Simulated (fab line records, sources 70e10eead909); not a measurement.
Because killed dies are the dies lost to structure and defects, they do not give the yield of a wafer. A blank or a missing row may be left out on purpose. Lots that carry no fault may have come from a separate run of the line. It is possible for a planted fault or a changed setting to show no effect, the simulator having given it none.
Comparing a struck lot with a sound one    flow nandHarc    39 out of 1159 route steps
Sound: the wafers L640.1, L640.2, L640.6. Struck: wafers L650.2, L650.5 (left out: L650.4, a lot-mate that was not struck); the cause follows at the end.
At each step with rows: each side's tool, then ch and its chambers, then its first start. Under that, the readings that differ: sound wafers    struck wafers    difference of the means    sigmas: that difference in standard deviations of wafers without a fault.
alike: readings with means less than 2 such deviations apart, plus words and numbers identical on both sides. not compared: withheld readings, readings lacking a value on some wafer, bounds such as >300 that could conceal the same value, and numbers that have no deviation in the record and whose values overlap.
A row with sigmas, a row that says differs or no value, or rows on one side alone: a step with any of these is where the two part. Non-overlapping numbers with no deviation appear without sigmas and do not part them. Lack of a reading on every wafer of one side parts them only where that side has two or more wafers.

NHARC_A_BONDPAD_CD_MEAS_09: the cd target is 500 nm.
  sound on cdSem-01 ch 0, day 19 07:33; struck on cdSem-01 ch 0, day 21 18:49
  alike: cdNm
NHARC_A_BONDPAD_OVL_MEAS_35:
  sound on overlay-02 at day 19 07:39; struck on overlay-01 at day 21 18:55
  alike: overlayXNm, overlayYNm
then, 1 step without rows for these wafers: NHARC_A_BONDPAD_HARDBAKE_10 (time 65 s).
NHARC_A_BONDPAD_DESCUM_11: chemistry O2, time 3 s.
  sound on rieDiel-02 ch 1,2, day 19 07:46; struck on rieDiel-09 ch 2,3, day 21 19:02
  alike: drypumpMotorCurrentA, oesProductAu, rfVppV, showerheadPlenumPTorr, throttleValvePct
  not compared: rfHoursCounterH
then, 2 steps without rows for these wafers: NHARC_A_BONDPAD_ETCH_34 (etches the open film in N2/H2, target depth 60 nm, overetch 18 nm, time 65.91 s); NHARC_A_BONDPAD_ETCH_12 (etches the open film in CHF3/O2, target depth 220 nm, time 110 s).
NHARC_A_BONDPAD_CD_MEAS_13:
  sound on cdSem-02 at day 19 08:20; struck on cdSem-03 at day 21 19:21
  alike: cdNm
then, 1 step without rows for these wafers: NHARC_A_BONDPAD_STRIP_15 (strips in O2).
NHARC_A_BONDPAD_ETCH_24: etches the open film in CF4/N2, target depth 30 nm, time 72.99 s.
  sound on rieDiel-09 ch 1,2,3; struck on rieDiel-12 ch 2
  alike: cf4FlowSccm, drypumpMotorCurrentA, oesProductAu, rfVppV, showerheadPlenumPTorr, throttleValvePct
  not compared: rfHoursCounterH
then, 1 step without rows for these wafers: NHARC_A_BONDPAD_STRIP_16 (strips in post etch residue remover, time 600 s).
NHARC_A_BONDPAD_DEGAS_25: time 60 s.
  sound on pvdSputter-01 at day 19 08:58; struck on pvdSputter-02 at day 21 19:58
  alike: heaterPowerW
NHARC_A_BONDPAD_PRE_CLEAN_26: time 30 s.
  sound on pvdSputter-01; struck on pvdSputter-02
  alike: heaterPowerW
NHARC_A_BONDPAD_PVD_17: deposits TaN, target thk 5 nm, time 8.06 s.
  sound on pvdSputter-01 at day 19 09:05; struck on pvdSputter-02 at day 21 20:05
  alike: biasV, throttleValvePct
then, 2 steps without rows for these wafers: NHARC_A_BONDPAD_PVD_27 (deposits Cu, target thk 30 nm, time 20.49 s); NHARC_A_BONDPAD_ECD_18 (material Cu, target thk 400 nm).
NHARC_A_BONDPAD_ANNEAL_28: time 90 s.
  sound on rtpAnneal-02 ch 0, day 19 11:04; struck on rtpAnneal-01 ch 0, day 21 20:46
  alike: annealTempC, wafer_temp_C_max
then, 1 step without rows for these wafers: NHARC_A_BONDPAD_CMP_19 (polishes, t overpolish 30 s, cu recess touch 16 s, target thk 169.8 nm).
NHARC_A_BONDPAD_THK_MEAS_20: measures by xrf.
  sound on filmMetro-01 at day 19 11:44; struck on filmMetro-01 at day 21 21:23
  alike: thkNm
then, 6 steps without rows for these wafers: NHARC_A_BONDPAD_SRD_21 (time 30 s, dry time 20 s); NHARC_HYBRID_BOND_ACTIVATE_00 (chemistry N2, time 60 s); NHARC_HYBRID_BOND_PRECLEAN_01 (cleans in DIW, time 300 s); NHARC_HYBRID_BOND_SRD_02 (time 30 s, dry time 20 s); NHARC_HYBRID_BOND_BOND_03; NHARC_HYBRID_BOND_ANNEAL_04 (time 7200 s).
NHARC_HYBRID_BOND_OVL_MEAS_05:
  sound on overlay-02 at day 19 20:14; struck on overlay-01 at day 22 10:50
  alike: overlayXNm, overlayYNm
then, 2 steps without rows for these wafers: NHARC_THIN_TSV_GRIND_00; NHARC_THIN_TSV_CMP_01 (polishes).
NHARC_THIN_TSV_THK_MEAS_02: measures by ir.
  sound on filmMetro-02 at day 19 23:07; struck on filmMetro-02 at day 22 13:41
  alike: thkNm
then, 10 steps without rows for these wafers: NHARC_THIN_TSV_SRD_03; NHARC_THIN_TSV_PRECLEAN_41 (cleans in SC1); NHARC_THIN_TSV_SRD_42; NHARC_THIN_TSV_DEP_43 (deposits SiO2, target thk 1328.5 nm); NHARC_THIN_TSV_DEHYDRATE_04 (time 120 s); NHARC_THIN_TSV_HMDS_05 (time 30 s); NHARC_THIN_TSV_COAT_06; NHARC_THIN_TSV_SOFTBAKE_07 (time 95 s); NHARC_THIN_TSV_EBR_08; NHARC_THIN_TSV_EXPOSE_09 (exposes mask TSV).
NHARC_END_SORT_01:
  only the struck wafers appear in the record here, on prober-02 ch 0 at day 23 13:11; the sound ones have no rows

## WHERE THEY PART
Only at NHARC_END_SORT_01, within this record.

WHY: whatever the simulator had introduced
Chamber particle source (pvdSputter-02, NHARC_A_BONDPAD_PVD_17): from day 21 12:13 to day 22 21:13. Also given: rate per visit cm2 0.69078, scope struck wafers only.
